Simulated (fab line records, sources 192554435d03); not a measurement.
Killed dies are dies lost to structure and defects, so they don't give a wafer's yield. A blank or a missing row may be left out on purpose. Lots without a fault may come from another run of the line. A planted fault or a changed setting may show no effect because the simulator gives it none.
Which tool did it? | flow n5_finfet | 9 lots, 27 wafers sampled, at 5 steps of a route of 1938

WHAT THE GAUGES READ, wafer by wafer
N5_BEOL_M4_RC_MEAS_101. Usual: DIBL_N 36.0 mV/V, standard deviation 1.9; DIBL_P 35.6 mV/V, standard deviation 2.2; IOFF_N 0.15 nA/um, standard deviation 0.031; IOFF_P 0.19 nA/um, standard deviation 0.032; ION_N 668 uA/um, standard deviation 11; ION_P 455 uA/um, standard deviation 7.2; SS_N 71.5 mV/dec, standard deviation 0.65; SS_P 73.4 mV/dec, standard deviation 0.64; VT_N 251 mV, standard deviation 3.6; VT_P -253 mV, standard deviation 3.3.
lot  | measured     | on        | DIBL_N (mV/V)  | DIBL_P (mV/V)  | IOFF_N (nA/um) | IOFF_P (nA/um) | ION_N (uA/um) | ION_P (uA/um) | SS_N (mV/dec)  | SS_P (mV/dec)  | VT_N (mV)   | VT_P (mV)      | flag
L839 | day 8 22:11  | prober-01 | 36.4 35.7 37.5 | 35.6 34.2 36.3 | 0.15 0.14 0.17 | 0.21 0.19 0.22 | 671 664 675   | 461 460 457   | 70.7 70.1 71.0 | 73.6 73.3 73.7 | 249 251 250 | -249 -251 -250 |
L854 | day 13 17:46 | prober-01 | 36.3 35.7 36.9 | 38.5 36.3 38.1 | 0.16 0.16 0.18 | 0.21 0.17 0.20 | 666 666 668   | 458 445 458   | 71.4 72.0 72.0 | 73.7 73.4 73.8 | 248 249 251 | -253 -258 -256 |
L856 | day 14 10:49 | prober-01 | 38.0 36.8 38.8 | 36.6 34.7 37.1 | 0.17 0.14 0.18 | 0.21 0.18 0.21 | 677 666 683   | 463 459 461   | 70.9 71.3 72.0 | 74.0 73.7 73.4 | 249 248 248 | -251 -253 -250 |
L857 | day 14 01:58 | prober-02 | 39.8 38.8 38.1 | 39.7 38.4 37.0 | 0.22 0.18 0.17 | 0.24 0.24 0.20 | 700 674 671   | 467 462 458   | 71.8 72.7 71.4 | 74.1 74.6 73.9 | 248 248 250 | -250 -252 -253 |
L859 | day 14 10:26 | prober-02 | 35.0 35.7 36.2 | 34.7 34.8 35.4 | 0.14 0.15 0.14 | 0.19 0.18 0.19 | 672 666 658   | 460 452 449   | 71.3 72.6 71.9 | 73.9 74.2 73.3 | 254 251 256 | -254 -253 -252 |
L860 | day 14 13:58 | prober-02 | 38.4 35.8 36.5 | 38.5 34.8 36.0 | 0.20 0.15 0.17 | 0.25 0.20 0.22 | 679 679 675   | 460 463 465   | 72.8 71.7 72.1 | 73.9 73.3 74.1 | 247 251 250 | -249 -251 -252 |
L861 | day 14 21:43 | prober-02 | 33.1 34.7 34.6 | 33.5 35.8 37.0 | 0.11 0.13 0.14 | 0.13 0.16 0.17 | 662 666 665   | 444 443 449   | 70.6 71.6 71.9 | 72.9 73.6 74.3 | 259 255 252 | -262 -262 -259 |

WHICH TOOL RAN EACH LOT (tool, then ch and the chambers of the sampled wafers, then the start)
lot  | N5_MOL_CONTACT_COAG_ETCH_65        | N5_MOL_CONTACT_COAG_ALD_133       | N5_MOL_CONTACT_COAG_ETCHBACK_134   | N5_MOL_CONTACT_COAG_ETCH_124
L839 | rie_diel-01 ch 1,2, day 5 03:32    | ald_sin-04 ch 0,1,3, day 5 03:43  | rie_diel-06 ch 0,2,3, day 5 03:53  | rie_diel-06 ch 0,2,3, day 5 04:04
L845 | rie_diel-06 ch 0,1,2, day 6 14:56  | ald_sin-04 ch 0,1,3, day 6 15:02  | rie_diel-06 ch 1,2,3, day 6 15:13  | rie_diel-06 ch 1,2,3, day 6 15:25
L846 | rie_diel-06 ch 1,2,3, day 6 22:11  | ald_sin-01 ch 1,2,3, day 6 22:27  | rie_diel-04 ch 1,2, day 6 22:38    | rie_diel-04 ch 1,2, day 6 22:49
L854 | rie_diel-04 ch 0,3, day 9 04:01    | ald_sin-04 ch 0,1,2, day 9 04:20  | rie_diel-06 ch 1,2, day 9 04:35    | rie_diel-06 ch 1,2, day 9 04:46
L856 | rie_diel-01 ch 0,2, day 9 15:09    | ald_sin-04 ch 0,2,3, day 9 15:15  | rie_diel-04 ch 0,2, day 9 15:26    | rie_diel-04 ch 0,2, day 9 15:38
L857 | rie_diel-04 ch 0,2,3, day 9 16:22  | ald_sin-03 ch 2,3, day 9 16:28    | rie_diel-06 ch 0,1, day 9 16:38    | rie_diel-06 ch 0,1, day 9 16:49
L859 | rie_diel-04 ch 1,2,3, day 10 03:06 | ald_sin-04 ch 1,2,3, day 10 03:12 | rie_diel-06 ch 0,3, day 10 03:44   | rie_diel-06 ch 0,3, day 10 03:55
L860 | rie_diel-06 ch 2,3, day 10 08:41   | ald_sin-04 ch 0,2, day 10 08:49   | rie_diel-06 ch 3, day 10 09:00     | rie_diel-06 ch 3, day 10 09:17
L861 | rie_diel-04 ch 0,2,3, day 10 15:08 | ald_sin-03 ch 0,1,3, day 10 15:14 | rie_diel-01 ch 0,1,2, day 10 15:25 | rie_diel-01 ch 0,1,2, day 10 15:36
- N5_MOL_CONTACT_COAG_ETCH_65: etches underlayer in N2/H2, target depth 13 nm, time 10.4 s.
- N5_MOL_CONTACT_COAG_ALD_133: deposits SiO2, target thk 5 nm, pulse time 1 s, co reactant pulse time 1 s.
- N5_MOL_CONTACT_COAG_ETCHBACK_134: etches SiO2 in CHF3, target depth 10 nm, time 6.7 s.
- N5_MOL_CONTACT_COAG_ETCH_124: etches SiNx in CH3F/O2, stops on SiOC, target depth 6.5 nm.

WHAT THE TOOLS THEMSELVES READ (means of the sampled wafers that have a number; where no wafer has one, the mark that the record gives instead)
N5_MOL_CONTACT_COAG_ETCH_65. Usual: drypump_motor_current_A 5.7 A, standard deviation 0.37; etch_rf_on_time_s 10.42 s, standard deviation 0.19; oes_product_au 0.68 a.u., standard deviation 0.085; rf_vpp_V 525.2 V, standard deviation 2.1; showerhead_plenum_p_Torr 2.59 Torr, standard deviation 0.072; throttle_valve_pct 17.69 %, standard deviation 0.3.
lot  | tool        | drypump_motor_current_A (A) | etch_rf_on_time_s (s) | oes_product_au (a.u.) | rf_vpp_V (V) | showerhead_plenum_p_Torr (Torr) | throttle_valve_pct (%) | flag
L839 | rie_diel-01 | 5.7                         | 10.57                 | 0.70                  | 526.8        | 2.68                            | 17.64                  |
L845 | rie_diel-06 | 5.5                         | 10.51                 | 0.64                  | 524.7        | 2.59                            | 17.68                  |
L846 | rie_diel-06 | 5.3                         | 10.39                 | 0.64                  | 524.3        | 2.53                            | 17.78                  |
L854 | rie_diel-04 | 5.9                         | 10.29                 | 0.78                  | 525.6        | 2.59                            | 17.35                  |
L856 | rie_diel-01 | 5.9                         | 10.45                 | 0.72                  | 527.7        | 2.70                            | 17.40                  |
L857 | rie_diel-04 | 5.9                         | 10.34                 | 0.72                  | 523.3        | 2.56                            | 17.54                  |
L859 | rie_diel-04 | 5.9                         | 10.26                 | 0.66                  | 524.9        | 2.57                            | 17.79                  |
L860 | rie_diel-06 | 5.4                         | 10.45                 | 0.74                  | 522.4        | 2.54                            | 17.56                  |
L861 | rie_diel-04 | 5.9                         | 10.34                 | 0.71                  | 524.1        | 2.56                            | 17.54                  |

N5_MOL_CONTACT_COAG_ALD_133. Usual: heater_power_w 78 W, standard deviation 5.3; precursor_pulse_height_rel 0.999, standard deviation 0.019.
lot  | tool       | heater_power_w (W) | precursor_pulse_height_rel | flag
L839 | ald_sin-04 | 76                 | 0.986                      |
L845 | ald_sin-04 | 75                 | 1.004                      |
L846 | ald_sin-01 | 78                 | 1.000                      |
L854 | ald_sin-04 | 79                 | 1.004                      |
L856 | ald_sin-04 | 80                 | 0.992                      |
L857 | ald_sin-03 | 74                 | 1.009                      |
L859 | ald_sin-04 | 77                 | 1.003                      |
L860 | ald_sin-04 | 85                 | 1.003                      |
L861 | ald_sin-03 | 80                 | 0.994                      |

N5_MOL_CONTACT_COAG_ETCHBACK_134. Usual: CHF3_flow_sccm 49.99 sccm, standard deviation 0.15; bias_w 169.9 W, standard deviation 0.47; drypump_motor_current_A 5.6 A, standard deviation 0.39; oes_product_au 0.80 a.u., standard deviation 0.1; rf_vpp_V 525 V, standard deviation 13; showerhead_plenum_p_Torr 2.43 Torr, standard deviation 0.068; throttle_valve_pct 18.6 %, standard deviation 0.34.
lot  | tool        | CHF3_flow_sccm (sccm) | bias_w (W) | drypump_motor_current_A (A) | oes_product_au (a.u.) | rf_vpp_V (V) | showerhead_plenum_p_Torr (Torr) | throttle_valve_pct (%) | flag
L839 | rie_diel-06 | 49.99                 | 169.6      | 5.2                         | 0.70                  | 520          | 2.38                            | 18.6                   |
L845 | rie_diel-06 | -                     | -          | -                           | -                     | -            | -                               | -                      | OFF
L846 | rie_diel-04 | -                     | -          | -                           | -                     | -            | -                               | -                      | OFF
L854 | rie_diel-06 | 50.17                 | 170.0      | 5.6                         | 0.72                  | 512          | 2.43                            | 18.7                   |
L856 | rie_diel-04 | 50.00                 | 170.2      | 6.0                         | 0.86                  | 530          | 2.40                            | 18.4                   |
L857 | rie_diel-06 | 49.96                 | 169.9      | 5.3                         | 0.89                  | 534          | 2.40                            | 18.2                   |
L859 | rie_diel-06 | 49.79                 | 170.5      | 5.1                         | 0.84                  | 531          | 2.36                            | 18.2                   |
L860 | rie_diel-06 | 50.12                 | 169.6      | 4.9                         | 0.68                  | 520          | 2.27                            | 18.7                   |
L861 | rie_diel-01 | 49.93                 | 169.4      | 5.7                         | 0.79                  | 521          | 2.49                            | 18.5                   |

N5_MOL_CONTACT_COAG_ETCH_124. Usual: drypump_motor_current_A 5.6 A, standard deviation 0.38; oes_product_au 0.69 a.u., standard deviation 0.082; rf_vpp_V 298 V, standard deviation 7.2; showerhead_plenum_p_Torr 2.04 Torr, standard deviation 0.059; throttle_valve_pct 16.2 %, standard deviation 0.33.
lot  | tool        | drypump_motor_current_A (A) | oes_product_au (a.u.) | rf_vpp_V (V) | showerhead_plenum_p_Torr (Torr) | throttle_valve_pct (%) | flag
L839 | rie_diel-06 | 5.3                         | 0.61                  | 296          | 2.00                            | 16.2                   |
L845 | rie_diel-06 | 5.4                         | 0.64                  | 294          | 2.00                            | 16.3                   |
L846 | rie_diel-04 | 6.0                         | 0.63                  | 299          | 2.02                            | 16.5                   |
L854 | rie_diel-06 | 5.6                         | 0.62                  | 290          | 2.04                            | 16.3                   |
L856 | rie_diel-04 | 6.0                         | 0.72                  | 301          | 2.02                            | 16.0                   |
L857 | rie_diel-06 | 5.3                         | 0.76                  | 304          | 2.02                            | 15.9                   |
L859 | rie_diel-06 | 5.1                         | 0.72                  | 301          | 1.99                            | 15.9                   |
L860 | rie_diel-06 | 4.9                         | 0.60                  | 295          | 1.90                            | 16.4                   |
L861 | rie_diel-01 | 5.7                         | 0.68                  | 296          | 2.10                            | 16.1                   |

THE ANSWER, worked out from the rows above alone
Rule: a lot is off if the mean of its wafers that have a number lies more than 3 standard deviations from the usual mean. A lot without any number at a reading at which 4 lots or more have one is off too. The other lots that the step has rows for count as sound. The gauges are gone through in route order, then the tools' own readings, and for those a lot's mean is taken as printed above. The first step at which some lot is off is used, and at that step the reading that is off furthest; a lot without a number counts as furthest.
Off: L845, L846, at N5_MOL_CONTACT_COAG_ETCHBACK_134 (CHF3_flow_sccm). Without a number there: L845, L846.
A tool fits if, at that step or a process step before it, it ran every lot that is off, and no sound lot after the first of them. None of those tried fits.

WHAT THE SIMULATOR HAD PUT IN
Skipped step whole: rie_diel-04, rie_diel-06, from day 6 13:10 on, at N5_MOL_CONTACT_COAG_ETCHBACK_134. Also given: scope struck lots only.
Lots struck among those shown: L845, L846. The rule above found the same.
